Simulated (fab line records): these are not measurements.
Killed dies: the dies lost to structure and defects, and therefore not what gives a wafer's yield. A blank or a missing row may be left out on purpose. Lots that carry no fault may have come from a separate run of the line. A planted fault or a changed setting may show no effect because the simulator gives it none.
fab line records	flow nand_harc
[record] lots = 13	wafers = 39	last_day = 33
route steps=1302 shown P_GATE@122
lots that met no fault: from a run of the same line without faults
start_h: hours from the record's opening day to when the first of the lot's shown wafers began	wait_h: hours elapsed since this lot's preceding step	" repeats the value in the row above	L1.1+2: one row covering several wafers at once	- either no value or no given start	* or withheld: withheld	< > ~ a bound
route shown NAME@n: a module of which the file shows steps, and the number in the route of the first	usual: the fault-free wafers' mean and standard deviation	same: alike in all rows	chamber/n: place in a boat	sites: per-site readings	_std_site: standard deviation of those values	_edge_site: inner sites' mean taken away from outer sites' mean	radius_mm: for every site, how far away it sits from the centre of the wafer	mask NAME#n: copy n	behind: the most recent tool/chamber to have shaped the wafer	hold: why the lot went on hold/how many hours it stayed there/how the hold came to an end	device: the n, p or np transistor that did not switch	end of line: tests of these same wafers at the route's end	a step without rows: its recipe alone	killed: dies that structure and defects cost at the first sort, which is not the same as the wafer's yield	map: dies across one wafer; x = killed, . = not, _ = none there
set.NAME: the setting the step ran with; set.NAME@STEP: the setting that earlier step ran with	model.NAME: the simulator's own value behind a step, which no gauge read
the route's steps for a sample of lots (tables are steps, rows are wafers)
services: the hour from which a tool's chamber was out of use, counted from the record's first day as start_h (under 0 if before that day), plus the number of hours and why
[[steps]]
[step NHARC_P_GATE_CD_MEAS_11]
[recipe] target_cd_nm = 1640	landing_energy_ev = 500
[usual] cd_nm = 1640.2/1.4
lot.wafer	tool	chamber	start_h	wait_h	cd_nm
L334.2	cd_sem-01	0	88.08	-	1639.8
L334.3	"	0	"	"	1640.8
L334.6	"	0	"	"	1641.4
L335.2	cd_sem-03	0	94.35	-	1635.7
L335.3	"	0	"	"	1637.9
L335.5	"	0	"	"	1637.2
L336.2	cd_sem-02	0	99.68	-	1640.6
L336.4	"	0	"	"	1636.3
L336.6	"	0	"	"	1639.8
L337.2	cd_sem-03	0	110.03	-	1642.8
L337.4	"	0	"	"	1641.3
L337.5	"	0	"	"	1642.8
L346.2	cd_sem-01	0	198.40	-	1641.3
L346.5	"	0	"	"	1639.4
L346.6	"	0	"	"	1640.3
L347.2	cd_sem-02	0	209.01	-	1638.7
L347.5	"	0	"	"	1638.6
L347.6	"	0	"	"	1640.7
L350.3	cd_sem-01	0	245.34	-	1641.8
L350.4	"	0	"	"	1642.7
L350.6	"	0	"	"	1641.6
L351.1	cd_sem-02	0	249.61	-	1639.4
L351.3	"	0	"	"	1639.9
L351.6	"	0	"	"	1640.9
L352.1	cd_sem-02	0	264.47	-	1642.2
L352.4	"	0	"	"	1640.1
L352.6	"	0	"	"	1641.7
L353.1	cd_sem-03	0	271.87	-	1640.1
L353.2	"	0	"	"	1639.2
L353.6	"	0	"	"	1641.9
L355.2	cd_sem-02	0	294.04	-	1641.5
L355.4	"	0	"	"	1641.7
L355.5	"	0	"	"	1640.8
L356.2	cd_sem-03	0	300.83	-	1639.9
L356.3	"	0	"	"	1639.2
L356.4	"	0	"	"	1640.2
L357.1	cd_sem-01	0	314.30	-	1640.2
L357.3	"	0	"	"	1640.1
L357.6	"	0	"	"	1638.9
[step NHARC_P_GATE_OVL_MEAS_27]
[usual] overlay_x_nm = 0.3/0.64	overlay_y_nm = 0.0/0.82
lot.wafer	tool	chamber	start_h	wait_h	overlay_x_nm	overlay_y_nm
L334.2	overlay-01	-	102.48	-	-0.1	1.5
L334.3	"	-	"	"	-0.6	1.8
L334.6	"	-	"	"	0.0	1.6
L335.2	overlay-02	-	109.92	-	0.4	0.1
L335.3	"	-	"	"	0.2	-0.3
L335.5	"	-	"	"	0.6	0.0
L336.2	overlay-02	-	113.92	-	-0.4	-0.1
L336.4	"	-	"	"	-0.5	-0.2
L336.6	"	-	"	"	-0.6	-0.5
L337.2	overlay-02	-	132.12	-	0.8	-1.0
L337.4	"	-	"	"	0.7	-0.8
L337.5	"	-	"	"	0.3	-0.4
L346.2	overlay-02	-	212.20	-	-0.4	1.4
L346.5	"	-	"	"	-0.2	1.3
L346.6	"	-	"	"	-0.6	1.3
L347.2	overlay-02	-	226.37	-	-0.1	-0.9
L347.5	"	-	"	"	-0.1	-0.8
L347.6	"	-	"	"	0.0	-0.7
L350.3	overlay-02	-	259.41	-	2.0	0.1
L350.4	"	-	"	"	0.9	0.6
L350.6	"	-	"	"	1.3	0.1
L351.1	overlay-01	-	266.56	-	0.6	-0.5
L351.3	"	-	"	"	-0.3	-0.5
L351.6	"	-	"	"	0.5	-1.0
L352.1	overlay-01	-	283.43	-	0.7	-0.1
L352.4	"	-	"	"	0.4	-0.2
L352.6	"	-	"	"	0.7	-0.5
L353.1	overlay-01	-	288.69	-	0.8	-0.6
L353.2	"	-	"	"	0.2	-0.1
L353.6	"	-	"	"	0.6	-0.7
L355.2	overlay-01	-	311.32	-	-0.6	0.2
L355.4	"	-	"	"	-0.3	0.6
L355.5	"	-	"	"	-0.6	0.4
L356.2	overlay-02	-	319.12	-	1.0	0.2
L356.3	"	-	"	"	0.5	0.4
L356.4	"	-	"	"	-0.1	0.2
L357.1	overlay-01	-	330.71	-	0.2	-0.3
L357.3	"	-	"	"	1.0	-0.4
L357.6	"	-	"	"	0.1	-0.3
[step NHARC_P_GATE_STRIP_111]
[recipe] power_w = 1500	temp_c = 110	time_s = 250	chemistry = N2/H2
[usual] drypump_motor_current_A = 5.9/0.41	heater_power_w = 93/9.2
lot.wafer	tool	chamber	start_h	wait_h	drypump_motor_current_A	heater_power_w	rf_hours_counter_h
L334.2	plasma_asher-02	1	114.90	0.2	5.8	90	6
L334.3	"	0	"	"	6.2	106	-
L334.6	"	0	"	"	6.2	103	-
L335.2	plasma_asher-01	1	122.41	0.2	5.2	95	26
L335.3	"	0	"	"	6.4	78	-
L335.5	"	0	"	"	6.4	80	-
L336.2	plasma_asher-02	0	126.57	0.3	6.2	104	10
L336.4	"	1	"	"	5.7	92	-
L336.6	"	1	"	"	5.7	90	-
L337.2	plasma_asher-02	1	144.50	0.2	5.7	89	12
L337.4	"	1	"	"	5.7	91	-
L337.5	"	0	"	"	6.2	104	-
L346.2	plasma_asher-02	0	224.38	0.2	6.2	103	29
L346.5	"	0	"	"	6.2	105	-
L346.6	"	1	"	"	5.7	89	-
L347.2	plasma_asher-02	1	238.78	0.2	5.7	91	31
L347.5	"	1	"	"	5.7	91	-
L347.6	"	0	"	"	6.2	106	-
L350.4	plasma_asher-02	1	272.53	0.2	5.7	89	-
L350.3	"	0	"	"	6.2	102	-
L350.6	"	1	"	"	5.7	91	-
L351.1	plasma_asher-02	1	279.04	0.2	5.7	90	5
L351.3	"	1	"	"	5.7	90	-
L351.6	"	1	"	"	5.7	93	-
L352.1	plasma_asher-02	0	295.82	0.2	6.2	105	7
L352.4	"	1	"	"	5.7	91	-
L352.6	"	1	"	"	5.7	91	-
L353.2	plasma_asher-02	1	301.26	0.2	5.7	91	9
L353.1	"	0	"	"	6.2	107	9
L353.6	"	0	"	"	6.2	105	-
L355.2	plasma_asher-02	0	323.59	0.2	6.2	104	12
L355.4	"	0	"	"	6.2	105	-
L355.5	"	0	"	"	6.2	106	-
L356.2	plasma_asher-01	0	331.55	0.2	6.4	79	32
L356.4	"	0	"	"	6.4	80	-
L356.3	"	1	"	"	5.2	87	-
L357.1	plasma_asher-02	0	343.04	0.2	6.2	107	16
L357.3	"	0	"	"	6.2	102	-
L357.6	"	1	"	"	5.7	88	-
[step NHARC_P_GATE_EXPOSE_56]
[recipe] na = 0.6	target_cd_nm = 720	dose_mj = 14.81	mask_id = P_PSD
[usual] focus_offset_nm = 0.0/0.45
[same] na = 0.6
lot.wafer	tool	chamber	start_h	wait_h	mask	focus_offset_nm
L334.2	krf_scanner-03	0	115.98	-	P_PSD#0	0.1
L334.3	"	0	"	"	P_PSD#0	-0.1
L334.6	"	0	"	"	P_PSD#0	0.1
L335.2	krf_scanner-02	0	123.43	-	P_PSD#0	-0.1
L335.3	"	0	"	"	P_PSD#0	-0.6
L335.5	"	0	"	"	P_PSD#0	-0.2
L336.2	krf_scanner-02	0	127.52	-	P_PSD#0	0.4
L336.4	"	0	"	"	P_PSD#0	-0.3
L336.6	"	0	"	"	P_PSD#0	-0.1
L337.2	krf_scanner-03	0	145.53	-	P_HVN#0	0.3
L337.4	"	0	"	"	P_HVN#0	0.4
L337.5	"	0	"	"	P_HVN#0	0.4
L346.2	krf_scanner-02	0	225.33	-	P_PSD#0	0.0
L346.5	"	0	"	"	P_PSD#0	0.3
L346.6	"	0	"	"	P_PSD#0	-0.6
L347.2	krf_scanner-03	0	239.86	-	P_PSD#0	-0.2
L347.5	"	0	"	"	P_PSD#0	-0.4
L347.6	"	0	"	"	P_PSD#0	0.5
L350.3	krf_scanner-03	0	273.51	-	P_PSD#0	0.0
L350.4	"	0	"	"	P_PSD#0	0.1
L350.6	"	0	"	"	P_PSD#0	0.2
L351.1	krf_scanner-03	0	279.98	-	P_PSD#0	0.3
L351.3	"	0	"	"	P_PSD#0	-0.2
L351.6	"	0	"	"	P_PSD#0	0.6
L352.1	krf_scanner-02	0	296.85	-	P_PSD#0	0.7
L352.4	"	0	"	"	P_PSD#0	0.3
L352.6	"	0	"	"	P_PSD#0	-0.5
L353.1	krf_scanner-03	0	302.34	-	P_PSD#0	-0.7
L353.2	"	0	"	"	P_PSD#0	0.1
L353.6	"	0	"	"	P_PSD#0	0.7
L355.2	krf_scanner-04	0	324.67	-	P_PSD#0	0.3
L355.4	"	0	"	"	P_PSD#0	-0.6
L355.5	"	0	"	"	P_PSD#0	-0.5
L356.2	krf_scanner-04	0	332.50	-	P_PSD#0	0.0
L356.3	"	0	"	"	P_PSD#0	0.0
L356.4	"	0	"	"	P_PSD#0	0.0
L357.1	krf_scanner-03	0	344.11	-	P_PSD#0	0.5
L357.3	"	0	"	"	P_PSD#0	0.0
L357.6	"	0	"	"	P_PSD#0	0.5
[step NHARC_P_GATE_CD_MEAS_59]
[recipe] target_cd_nm = 720	landing_energy_ev = 500
[usual] cd_nm = 720.6/1.4
lot.wafer	tool	chamber	start_h	wait_h	cd_nm
L334.2	cd_sem-01	0	116.13	-	717.8
L334.3	"	0	"	"	720.4
L334.6	"	0	"	"	718.1
L335.2	cd_sem-01	0	123.59	-	722.2
L335.3	"	0	"	"	723.4
L335.5	"	0	"	"	722.1
L336.2	cd_sem-01	0	127.67	-	718.4
L336.4	"	0	"	"	718.4
L336.6	"	0	"	"	719.7
L337.2	cd_sem-01	0	145.68	-	-
L337.4	"	0	"	"	-
L337.5	"	0	"	"	-
L346.2	cd_sem-02	0	225.48	-	721.3
L346.5	"	0	"	"	719.7
L346.6	"	0	"	"	719.9
L347.2	cd_sem-01	0	240.01	-	722.4
L347.5	"	0	"	"	720.7
L347.6	"	0	"	"	723.0
L350.3	cd_sem-03	0	273.66	-	720.4
L350.4	"	0	"	"	720.9
L350.6	"	0	"	"	721.4
L351.1	cd_sem-02	0	280.14	-	720.7
L351.3	"	0	"	"	722.2
L351.6	"	0	"	"	721.1
L352.1	cd_sem-02	0	297.00	-	721.5
L352.4	"	0	"	"	721.3
L352.6	"	0	"	"	721.4
L353.1	cd_sem-01	0	302.49	-	720.4
L353.2	"	0	"	"	719.0
L353.6	"	0	"	"	719.5
L355.2	cd_sem-01	0	324.82	-	720.3
L355.4	"	0	"	"	721.8
L355.5	"	0	"	"	721.1
L356.2	cd_sem-01	0	332.66	-	721.1
L356.3	"	0	"	"	723.0
L356.4	"	0	"	"	721.5
L357.1	cd_sem-01	0	344.27	-	718.8
L357.3	"	0	"	"	720.4
L357.6	"	0	"	"	718.8
[[services]]
tool	chamber	start_h	hours	kind
krf_scanner-02	-	94.00	4.0	pm
krf_scanner-03	-	118.57	0.3	repair
krf_scanner-03	0	157.06	-	calibration
krf_scanner-04	0	158.94	-	calibration
krf_scanner-02	-	161.06	0.4	repair
plasma_asher-01	-	165.00	9.0	pm
krf_scanner-02	-	174.97	2.3	repair
krf_scanner-04	-	182.00	4.0	pm
krf_scanner-03	-	212.64	0.1	repair
krf_scanner-02	0	220.09	-	calibration
plasma_asher-02	-	222.32	1.9	repair
krf_scanner-03	-	224.12	4.0	pm
plasma_asher-02	-	249.00	9.0	pm
plasma_asher-02	0	249.00	9.0	vent_cycle
plasma_asher-02	1	249.00	9.0	vent_cycle
plasma_asher-02	0	258.00	-	clean
plasma_asher-02	1	258.00	-	clean
plasma_asher-01	-	264.48	3.5	repair
krf_scanner-02	-	266.00	4.0	pm
krf_scanner-04	-	270.81	2.7	repair
krf_scanner-04	-	306.21	0.3	repair
krf_scanner-03	0	313.63	-	calibration
krf_scanner-02	-	324.54	2.6	repair
plasma_asher-01	-	342.00	9.0	pm
[[key]]
[first_sign] step = NHARC_P_GATE_EXPOSE_56	reading = mask	direction = changed
[effect] step = NHARC_P_GATE_CD_MEAS_59	reading = cd_nm	direction = missing
met_at NHARC_P_GATE_EXPOSE_56
struck_lots L337
later_rows_left_out L337.2,L337.4,L337.5
sort_left_out L337.2,L337.4,L337.5
tester_left_out L337
not_acting_at NHARC_P_GATE_CD_MEAS_11,NHARC_P_GATE_OVL_MEAS_27,NHARC_P_GATE_STRIP_111
onset_between 115.98 145.53
[fault] kind = wrong_mask	tool = any	chamber = -	onset_h = 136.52	steps = NHARC_P_GATE_EXPOSE_56	aux_copy = P_HVN#0	scope = struck_lots_only
// tester_left_out: of these lots the tester's yield and bins aren't shown, on N5 and GAA mostly nor the transistor test; their killed dies are dies lost to structure and defects alone, not to doping, threshold or leakage, so they don't give the yield
// sort_left_out: the simulated sort isn't trusted on such a fault, so these wafers' sort isn't shown, and their yield isn't known
// later_rows_left_out: the simulator's readings of these wafers behind a module that went badly wrong aren't trusted and aren't shown, but for the sort
